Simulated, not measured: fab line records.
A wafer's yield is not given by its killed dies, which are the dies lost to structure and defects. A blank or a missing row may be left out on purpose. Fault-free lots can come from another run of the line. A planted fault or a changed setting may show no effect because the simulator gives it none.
fab line records	flow nand-harc
record lots=5	wafers=15	last-day=24
route steps=1159 shown A_BONDPAD@1065 END@1159
lots that met no fault: taken from a fault-free run of the same line
start-h: hours from the record's first day to the start of the lot's first wafer shown	wait-h: time in hours since the lot's previous step	" as in the row above	L1.1+2: a row that stands for several wafers	- no value, or no start was given	* or withheld: withheld	< > ~ a bound
route shown NAME@n: NAME is a module with steps in the file, n the number in the route of the first one	usual: the fault-free wafers' mean and standard deviation	same: alike in all rows	chamber/n: place in a boat	sites: the reading at each site	_std_site: the standard deviation of these	_edge_site: inner sites' mean taken away from outer sites' mean	radius-mm: for every site, how far away it sits from the centre of the wafer	mask NAME#n: copy n	behind: tool/chamber where the wafer was last shaped	hold: reason for holding the lot/hours on hold/outcome of the hold	device: the transistor (n, p or np) that didn't switch	end of line: the same wafers' tests at the end of the route	for a step that has no rows: nothing shown but its recipe	killed: count of dies lost to structure and defects at first sort (not the wafer's yield)	map: shows each die of a wafer: x if killed, . if not, _ if none is there
set.NAME: the setting that was run; set.NAME@STEP: the one run at that earlier step	model.NAME: the simulator's own value behind a step, which no gauge read
lots at some steps of the route; a table a step, a row a wafer
services: a tool's chamber out of use, with start hour (start-h, from the record's first day; less than 0 if before it), hours out, and reason
## steps
# step NHARC_A_BONDPAD_COAT_33
# recipe temp-c=200	time-s=65
# step NHARC_A_BONDPAD_COAT_03
# recipe spin-rpm=2000	resist-thk-nm=600
# step NHARC_A_BONDPAD_SOFTBAKE_04
# recipe temp-c=125	time-s=70
# step NHARC_A_BONDPAD_EBR_05
# step NHARC_A_BONDPAD_EXPOSE_06
# recipe na=0.55	dose-mj=36.99	mask-id=A_BPAD
# step NHARC_A_BONDPAD_PEB_07
# recipe peb-temp-c=128	peb-time-s=80
# step NHARC_A_BONDPAD_DEVELOP_08
# recipe time-s=50	dev-temp-c=22
# step NHARC_A_BONDPAD_CD_MEAS_09
# recipe target-cd-nm=500	landing-energy-ev=500
# usual cd-nm=499.9/1.2
# same landing-energy-ev=500
lot.wafer	tool	chamber	start-h	wait-h	cd-nm
L701.1	cd-sem-03	0	403.23	-	500.3
L701.3	"	0	"	"	499.6
L701.5	"	0	"	"	498.6
L706.4	cd-sem-02	0	437.99	-	499.7
L706.5	"	0	"	"	500.1
L706.6	"	0	"	"	498.4
L707.2	cd-sem-03	0	452.46	-	498.9
L707.3	"	0	"	"	497.7
L707.4	"	0	"	"	496.3
L713.2	cd-sem-01	0	478.36	-	496.7
L713.4	"	0	"	"	497.9
L713.6	"	0	"	"	498.0
L724.1	cd-sem-01	0	539.66	-	499.8
L724.4	"	0	"	"	500.7
L724.5	"	0	"	"	499.1
# step NHARC_A_BONDPAD_OVL_MEAS_35
# usual overlay-x-nm=1/5.3	overlay-y-nm=-2/5.1
lot.wafer	tool	chamber	start-h	wait-h	overlay-x-nm	overlay-y-nm
L701.1	overlay-01	-	403.32	-	-3	-4
L701.3	"	-	"	"	-3	-4
L701.5	"	-	"	"	-3	-4
L706.4	overlay-02	-	438.07	-	1	1
L706.5	"	-	"	"	1	2
L706.6	"	-	"	"	1	1
L707.2	overlay-01	-	452.55	-	-11	-1
L707.3	"	-	"	"	-11	0
L707.4	"	-	"	"	-12	0
L713.2	overlay-02	-	478.44	-	3	-10
L713.4	"	-	"	"	4	-11
L713.6	"	-	"	"	3	-10
L724.1	overlay-01	-	539.75	-	-5	5
L724.4	"	-	"	"	-5	4
L724.5	"	-	"	"	-5	5
# step NHARC_A_BONDPAD_HARDBAKE_10
# recipe temp-c=118	time-s=65
# step NHARC_A_BONDPAD_DESCUM_11
# recipe time-s=3	o2-flow-sccm=200	ar-flow-sccm=0	bias-power-w=0	chemistry=O2
# usual drypump-motor-current-A=5.9/0.5	oes-product-au=0.998/0.0074	rf-vpp-V=58.0/0.88	showerhead-plenum-p-Torr=1.97/0.076	throttle-valve-pct=11.310/0.009
lot.wafer	tool	chamber	start-h	wait-h	drypump-motor-current-A	oes-product-au	rf-hours-counter-h	rf-vpp-V	showerhead-plenum-p-Torr	throttle-valve-pct
L701.3	rie-diel-06	1	403.46	-	6.6	0.986	5	57.8	2.02	11.311
L701.1	"	3	"	"	5.8	0.991	5	58.5	2.00	11.326
L701.5	"	0	"	"	5.8	0.989	-	57.5	2.02	11.309
L706.4	rie-diel-06	1	438.19	-	6.5	0.996	0	58.4	2.02	11.302
L706.6	"	1	"	"	6.6	0.994	-	58.5	2.02	11.320
L706.5	"	2	"	"	6.1	0.992	-	58.9	1.93	11.311
L707.2	rie-diel-11	1	452.67	-	6.4	1.005	33	57.5	1.80	11.320
L707.3	"	2	"	"	4.8	0.996	31	58.0	1.99	11.313
L707.4	"	3	"	"	5.9	1.013	25	58.8	2.03	11.315
L713.2	rie-diel-02	0	478.58	-	6.3	0.996	29	58.6	2.02	11.309
L713.4	"	1	"	"	5.0	0.992	28	59.0	1.94	11.330
L713.6	"	0	"	"	6.3	1.002	-	59.1	2.02	11.321
L724.4	rie-diel-02	0	539.88	-	6.3	1.004	4	59.1	2.01	11.324
L724.1	"	1	"	"	4.9	0.989	6	58.1	1.94	11.312
L724.5	"	0	"	"	6.3	1.002	-	58.4	2.01	11.316
# step NHARC_A_BONDPAD_ETCH_34
# recipe target-depth-a=600	overetch-a=180	time-s=65.91	ion-energy-ev=200	n2-flow-sccm=150	h2-flow-sccm=150	ar-flow-sccm=0	rf-w=400	bias-w=150	chemistry=N2/H2
# usual drypump-motor-current-A=5.9/0.49	oes-product-au=0.997/0.0082	rf-fwd-power-W=396.4/1.4	rf-vpp-V=432.2/2.5	run-length-s=87.2/0.36	showerhead-plenum-p-Torr=2.10/0.083	throttle-valve-pct=14.171/0.0092
lot.wafer	tool	chamber	start-h	wait-h	drypump-motor-current-A	oes-product-au	rf-fwd-power-W	rf-hours-counter-h	rf-vpp-V	run-length-s	showerhead-plenum-p-Torr	throttle-valve-pct
L701.3	rie-diel-06	1	403.54	0.1	6.6	0.985	398.1	5	434.7	87.2	2.16	14.161
L701.1	"	2	"	"	6.0	0.991	395.7	6	432.1	86.7	2.06	14.169
L701.5	"	2	"	"	6.1	0.991	398.1	-	430.1	86.7	2.06	14.176
L706.4	rie-diel-06	0	438.28	0.1	5.8	1.013	396.6	0	433.2	87.0	2.15	14.150
L706.6	"	3	"	"	5.8	0.994	394.1	-	431.9	87.6	2.14	14.181
L706.5	"	0	"	"	5.8	1.011	395.0	-	433.9	87.4	2.15	14.147
L707.4	rie-diel-11	0	452.76	0.1	5.0	0.989	397.8	28	433.7	86.8	2.21	14.175
L707.2	"	1	"	"	6.3	0.998	397.0	33	426.5	86.9	1.91	14.165
L707.3	"	2	"	"	4.8	0.998	395.1	31	432.4	86.8	2.12	14.187
L713.4	rie-diel-02	1	478.66	0.1	4.9	0.973	397.8	28	432.6	87.0	2.07	14.179
L713.2	"	3	"	"	5.8	1.001	398.1	28	430.5	87.3	2.12	14.167
L713.6	"	1	"	"	4.9	0.993	396.3	-	430.3	87.1	2.07	14.150
L724.4	rie-diel-02	3	539.96	0.1	5.8	0.989	395.4	5	432.5	87.7	2.12	14.156
L724.1	"	0	"	"	6.3	0.982	397.3	4	433.1	87.0	2.15	14.164
L724.5	"	3	"	"	5.8	0.988	394.0	-	432.6	87.4	2.12	14.154
# step NHARC_A_BONDPAD_ETCH_12
# recipe target-depth-a=2200	time-s=110	chf3-flow-sccm=50	o2-flow-sccm=10	ar-flow-sccm=200	rf-w=500	bias-w=200	chemistry=CHF3/O2
# usual drypump-motor-current-A=5.8/0.5	oes-product-au=0.938/0.022	rf-fwd-power-W=497.2/1.7	rf-vpp-V=372.0/2.2	run-length-s=131.3/0.37	showerhead-plenum-p-Torr=2.46/0.093	throttle-valve-pct=20.571/0.01
lot.wafer	tool	chamber	start-h	wait-h	drypump-motor-current-A	oes-product-au	rf-fwd-power-W	rf-hours-counter-h	rf-vpp-V	run-length-s	showerhead-plenum-p-Torr	throttle-valve-pct
L701.3	rie-diel-06	0	403.63	-	5.8	0.956	499.4	6	373.3	131.1	2.53	20.588
L701.1	"	3	"	"	5.9	0.962	495.2	5	372.6	131.2	2.51	20.576
L701.5	"	0	"	"	5.8	0.945	498.8	-	374.0	131.1	2.53	20.558
L706.4	rie-diel-06	0	438.39	-	5.8	0.985	495.7	0	374.8	131.3	2.53	20.577
L706.5	"	2	"	"	6.1	0.956	498.3	-	371.5	131.7	2.42	20.562
L706.6	"	3	"	"	5.8	0.966	494.8	-	372.3	131.5	2.51	20.577
L707.2	rie-diel-11	2	452.85	-	4.8	0.922	497.2	31	374.2	130.8	2.49	20.570
L707.3	"	3	"	"	6.0	0.941	498.7	25	373.1	132.2	2.54	20.580
L707.4	"	1	"	"	6.3	0.930	497.1	33	368.1	131.3	2.26	20.566
L713.2	rie-diel-02	3	479.16	-	5.8	0.907	496.0	29	372.5	131.6	2.49	20.566
L713.4	"	0	"	"	6.3	0.929	496.9	29	372.6	130.7	2.52	20.570
L713.6	"	2	"	"	5.5	0.910	500.8	-	367.2	131.8	2.24	20.564
L724.4	rie-diel-02	1	540.06	-	4.9	0.928	497.0	6	372.6	131.5	2.44	20.531
L724.1	"	2	"	"	5.5	0.926	-	5	367.9	127.9	2.24	20.575
L724.5	"	0	"	"	6.3	0.925	500.8	-	373.1	131.2	2.52	20.572
# step NHARC_A_BONDPAD_CD_MEAS_13
# usual cd-nm=499.3/1.4
lot.wafer	tool	chamber	start-h	wait-h	cd-nm
L701.1	cd-sem-01	-	403.77	-	499.4
L701.3	"	-	"	"	499.4
L701.5	"	-	"	"	498.3
L706.4	cd-sem-01	-	438.52	-	499.0
L706.5	"	-	"	"	499.2
L706.6	"	-	"	"	497.9
L707.2	cd-sem-01	-	453.00	-	498.1
L707.3	"	-	"	"	496.7
L707.4	"	-	"	"	496.0
L713.2	cd-sem-02	-	479.29	-	496.0
L713.4	"	-	"	"	496.1
L713.6	"	-	"	"	497.4
L724.1	cd-sem-01	-	540.19	-	499.6
L724.4	"	-	"	"	500.4
L724.5	"	-	"	"	499.1
# step NHARC_END_SORT_01
# recipe temp-c=25
# usual defect-limited-yield=95.1/1.6	killed-at-array=29/11	killed-at-other=0.6/0.92	killed-at-periphery=3.2/2	killed-dies=33/11	killed-open=3.2/2	killed-short=1.9/1.5	sort_bin_2_pct=1.6/0.67	sort_bin_3_pct=0.26/0.22	sort_bin_4_pct=3.1/1.1	sort-n-pass=644/11	sort-rim-yield-pct=96.3/2.5	sort-yield-pct=95.1/1.6
# same gross-dies=677	sort_bin_5_pct[%]=0	sort_bin_6_pct[%]=0	sort_bin_7_pct[%]=0	sort_bin_8_pct[%]=0	sort-rim-n-gross=106.00
lot.wafer	tool	chamber	start-h	wait-h	defect-limited-yield[%]	killed-at-array	killed-at-other	killed-at-periphery	killed-dies	killed-open	killed-short	sort_bin_2_pct[%]	sort_bin_3_pct[%]	sort_bin_4_pct[%]	sort-n-pass	sort-rim-yield-pct[%]	sort-yield-pct[%]
L701.1	prober-01	0	438.21	2.5	96.2	22	0	4	26	4	0	0.6	0	3.2	651	97.2	96.2
L701.3	prober-01	0	439.81	3.1	96.3	20	0	5	25	2	1	1.3	0.15	2.2	652	97.2	96.3
L701.5	prober-01	0	441.41	3.7	96.3	20	1	4	25	4	2	0.9	0.30	2.5	652	97.2	96.3
L706.4	prober-01	0	473.05	3.4	94.8	29	2	4	35	2	1	0.7	0.15	4.3	642	95.3	94.8
L706.5	prober-01	0	473.86	3.8	96.0	24	0	3	27	1	1	1.8	0.15	2.1	650	98.1	96.0
L706.6	prober-01	0	474.67	4.1	95.9	23	1	4	28	2	1	1.2	0.15	2.8	649	96.2	95.9
L707.2	prober-01	0	485.60	2.8	93.5	36	1	7	44	0	0	1.8	0.44	4.3	633	96.2	93.5
L707.3	prober-01	0	486.40	3.1	94.5	35	0	2	37	1	0	2.4	0	3.1	640	94.3	94.5
L707.4	prober-01	0	487.20	3.4	92.2	43	0	10	53	4	2	2.5	0.15	5.2	624	97.2	92.2
L713.2	prober-02	0	511.60	2.8	95.1	28	0	5	33	2	1	2.1	0.15	2.7	644	99.1	95.1
L713.4	prober-02	0	513.19	3.4	95.4	28	0	3	31	4	1	1.6	0.30	2.7	646	99.1	95.4
L713.6	prober-02	0	514.79	4.0	94.5	26	0	11	37	3	3	1.9	0.30	3.2	640	97.2	94.5
L724.1	prober-02	0	578.40	2.5	92.8	44	0	5	49	4	1	2.5	0.30	4.4	628	90.6	92.8
L724.4	prober-02	0	580.78	3.4	92.8	44	0	5	49	1	1	1.5	0.89	4.9	628	99.1	92.8
L724.5	prober-02	0	581.57	3.7	93.5	37	0	7	44	3	0	2.2	0.30	4.0	633	89.6	93.5
# killed by level:class
L701.1 A_SLIT:chamber-film-flake=8 A_CONTACT:chamber-film-flake=4 A_CHANNEL_HOLE_D1:chamber-film-flake=3 P_CONTACT:geometric-particle:open=2 A_CONTACT:geometric-particle:open=2 A_SGD_CUT:chamber-film-flake=2 P_ZERO_WELL:chamber-film-flake=1 P_STI:chamber-film-flake=1
L701.3 A_SLIT:chamber-film-flake=8 A_CONTACT:chamber-film-flake=5 P_STI:chamber-film-flake=3 A_WL_FILL:geometric-particle:open=1 A_CONTACT:geometric-particle:open=1 A_BLC:geometric-particle:short=1 P_ZERO_WELL:chamber-film-flake=1 P_GATE:chamber-film-flake=1
L701.5 A_SLIT:chamber-film-flake=7 A_CONTACT:chamber-film-flake=5 A_CHANNEL_HOLE_D1:chamber-film-flake=2 A_WL_FILL:chamber-film-flake=2 P_CONTACT:geometric-particle:open=1 P_M0:geometric-particle:open=1 A_CHANNEL_FILL_D1:geometric-particle:short=1 A_CONTACT:geometric-particle:short=1
L706.4 A_CHANNEL_HOLE_D1:chamber-film-flake=13 A_SLIT:chamber-film-flake=10 A_STAIRCASE:chamber-film-flake=4 P_ZERO_WELL:chamber-film-flake=3 THIN_TSV:chamber-film-flake=2 P_CONTACT:geometric-particle:open=1 A_WL_FILL:geometric-particle:short=1 A_WL_FILL:geometric-particle:open=1
L706.5 A_SLIT:chamber-film-flake=9 A_CHANNEL_HOLE_D1:chamber-film-flake=7 P_ZERO_WELL:chamber-film-flake=2 A_STAIRCASE:chamber-film-flake=2 A_WL_FILL:chamber-film-flake=2 A_BONDPAD:chamber-film-flake=2 P_M0:geometric-particle:short=1 A_CONTACT:geometric-particle:open=1
L706.6 A_CHANNEL_HOLE_D1:chamber-film-flake=12 A_SLIT:chamber-film-flake=5 A_CHANNEL_FILL_D1:chamber-film-flake=2 A_STAIRCASE:chamber-film-flake=2 P_CONTACT:geometric-particle:short=1 P_M0:geometric-particle:open=1 A_CHANNEL_FILL_D1:geometric-particle:open=1 P_ZERO_WELL:chamber-film-flake=1
L707.2 A_SLIT:chamber-film-flake=13 A_CHANNEL_HOLE_D1:chamber-film-flake=12 A_SGD_CUT:chamber-film-flake=5 P_STI:chamber-film-flake=4 A_CONTACT:chamber-film-flake=3 A_STAIRCASE:chamber-film-flake=2 P_GATE:chamber-film-flake=1 P_M1:chamber-film-flake=1
L707.3 A_CHANNEL_HOLE_D1:chamber-film-flake=15 A_SLIT:chamber-film-flake=14 A_SGD_CUT:chamber-film-flake=3 P_STI:chamber-film-flake=2 A_CONTACT:chamber-film-flake=2 A_M0:geometric-particle:open=1
L707.4 A_CHANNEL_HOLE_D1:chamber-film-flake=22 A_SLIT:chamber-film-flake=9 P_STI:chamber-film-flake=5 A_CONTACT:chamber-film-flake=4 A_STAIRCASE:chamber-film-flake=3 A_CONTACT:geometric-particle:short=2 A_SGD_CUT:chamber-film-flake=2 P_GATE:geometric-particle:open=1
L713.2 A_SLIT:chamber-film-flake=19 A_CONTACT:chamber-film-flake=3 P_ZERO_WELL:chamber-film-flake=2 P_GATE:chamber-film-flake=2 A_CHANNEL_HOLE_D1:chamber-film-flake=2 P_M0:geometric-particle:open=1 A_CHANNEL_HOLE_D1:geometric-particle:short=1 A_SGD_CUT:geometric-particle:open=1
L713.4 A_SLIT:chamber-film-flake=12 A_CONTACT:chamber-film-flake=6 A_CHANNEL_HOLE_D1:chamber-film-flake=2 A_STAIRCASE:chamber-film-flake=2 P_GATE:geometric-particle:open=1 A_SOURCE_PLATE:geometric-particle:open=1 A_ONON_D1:geometric-particle:open=1 A_CHANNEL_FILL_D1:geometric-particle:short=1
L713.6 A_SLIT:chamber-film-flake=13 P_ZERO_WELL:chamber-film-flake=4 A_CONTACT:chamber-film-flake=4 P_GATE:chamber-film-flake=3 A_CHANNEL_HOLE_D1:chamber-film-flake=3 A_STAIRCASE:chamber-film-flake=2 P_GATE:geometric-particle:short=1 P_GATE:geometric-particle:open=1
L724.1 A_SLIT:chamber-film-flake=17 A_CHANNEL_HOLE_D1:chamber-film-flake=7 A_CONTACT:chamber-film-flake=6 A_BLC:chamber-film-flake=6 P_M2:chamber-film-flake=3 A_STAIRCASE:chamber-film-flake=2 A_BONDPAD:area-etch=2 P_M2:geometric-particle:short=1
L724.4 A_SLIT:chamber-film-flake=14 A_CONTACT:chamber-film-flake=12 A_CHANNEL_HOLE_D1:chamber-film-flake=7 A_STAIRCASE:chamber-film-flake=5 A_BLC:chamber-film-flake=3 P_GATE:chamber-film-flake=2 P_M2:chamber-film-flake=2 A_CHANNEL_FILL_D1:geometric-particle:open=1
L724.5 A_CONTACT:chamber-film-flake=11 A_SLIT:chamber-film-flake=9 A_BLC:chamber-film-flake=6 P_M2:chamber-film-flake=4 P_GATE:chamber-film-flake=3 A_CHANNEL_HOLE_D1:chamber-film-flake=3 A_WL_FILL:chamber-film-flake=3 A_M0:geometric-particle:open=2
## services
tool	chamber	start-h	hours	kind
rie-diel-02	0	385.79	-	clean
rie-diel-02	1	385.79	-	clean
rie-diel-02	2	385.79	-	clean
rie-diel-02	3	385.79	-	clean
rie-diel-06	0	397.20	-	clean
rie-diel-06	1	397.20	-	clean
rie-diel-06	2	397.20	-	clean
rie-diel-06	3	397.20	-	clean
rie-diel-02	0	410.30	-	clean
rie-diel-02	1	410.30	-	clean
rie-diel-02	2	410.30	-	clean
rie-diel-02	3	410.30	-	clean
rie-diel-06	-	418.20	9.0	pm
rie-diel-06	0	418.20	9.0	vent-cycle
rie-diel-06	1	418.20	9.0	vent-cycle
rie-diel-06	2	418.20	9.0	vent-cycle
rie-diel-06	2	476.77	9.8	repair
rie-diel-06	3	486.27	12.7	repair
rie-diel-02	2	490.18	1.7	repair
rie-diel-02	-	504.79	9.0	pm
rie-diel-11	1	509.97	11.8	repair
rie-diel-02	0	513.83	1.9	repair
rie-diel-11	0	536.12	7.7	repair
rie-diel-06	-	537.05	15.3	repair
## key
first-sign step=NHARC_A_BONDPAD_ETCH_12	reading=run-length-s	direction=down	sigmas=9.3	usual=*	struck=*
effect none on later readings
met-at NHARC_A_BONDPAD_ETCH_12
struck-wafers L724.1
onset-between 479.16 540.06
fault kind=process-parameter-drift	tool=rie-diel-02	chamber=-	onset-h=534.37	steps=NHARC_A_BONDPAD_ETCH_12	channel=time-s	offset=*	shape=step	end-h=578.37	scope=struck-wafers-only	acts-in=*	stated=*
